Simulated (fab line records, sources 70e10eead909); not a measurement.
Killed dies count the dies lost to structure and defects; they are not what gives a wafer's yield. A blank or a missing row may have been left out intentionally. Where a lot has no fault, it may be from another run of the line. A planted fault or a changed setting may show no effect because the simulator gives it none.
Chamber matching | flow nand harc | NHARC_A_STAIRCASE_CMP_472 on cmp-04 has 4 sister chambers
The step polishes SiO2. 8 wafers are shown with their chamber, then 7 later ones without.

EACH WAFER AND ITS CHAMBER
wafer  | chamber | motor current A (A) | slurry filter dp kPa (kPa)
L230.3 | 2       | 13.1                | 13.06
L235.3 | 0       | 13.2                | 13.28
L235.5 | 0       | 13.4                | 13.43
L238.1 | 3       | 11.2                | 13.48
L238.3 | 1       | 11.4                | 13.59
L238.5 | 3       | 11.4                | 13.44
L248.4 | 1       | 10.5                | 13.38
L248.5 | 2       | 12.4                | 13.42

WAFERS WITH NO CHAMBER GIVEN
wafer  | motor current A (A) | slurry filter dp kPa (kPa)
L248.6 | 11.9                | 13.56
L249.2 | 12.0                | 13.37
L249.3 | 11.7                | 13.33
L249.6 | 10.6                | 13.57
L250.3 | 13.5                | 13.37
L250.4 | 11.4                | 13.72
L250.5 | 12.4                | 13.55

CHAMBER TAKEN BY EACH
wafer  | from the rows above               | in truth
L248.6 | can't be placed: 3 or 1 or 2      | 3
L249.2 | can't be placed: 3 or 2 or 1 or 0 | 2
L249.3 | can't be placed: 3 or 1 or 2      | 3
L249.6 | can't be placed: 1 or 3           | 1
L250.3 | can't be placed: 0 or 2           | 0
L250.4 | can't be placed: 3 or 1           | 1
L250.5 | can't be placed: 2 or 0 or 3 or 1 | 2
0 of 7 placed correctly. Can't be placed from these rows: 7 (the true chamber is among the candidates in 7). Wrongly placed: 0.
How it was worked out, from the rows above alone: a wafer's distance from a chamber is the root of the sum, over the readings, of the square of ((its reading less the chamber's mean) divided by the reading's scatter). The wafer belongs to the nearest chamber; if the next one is less than 2 further off, it can't be placed. For every chamber, the mean is computed from those of its wafers that are shown. The scatter: the root of (the sum of the squares of (reading less its chamber's mean) over the shown wafers, divided by (wafers less chambers)).
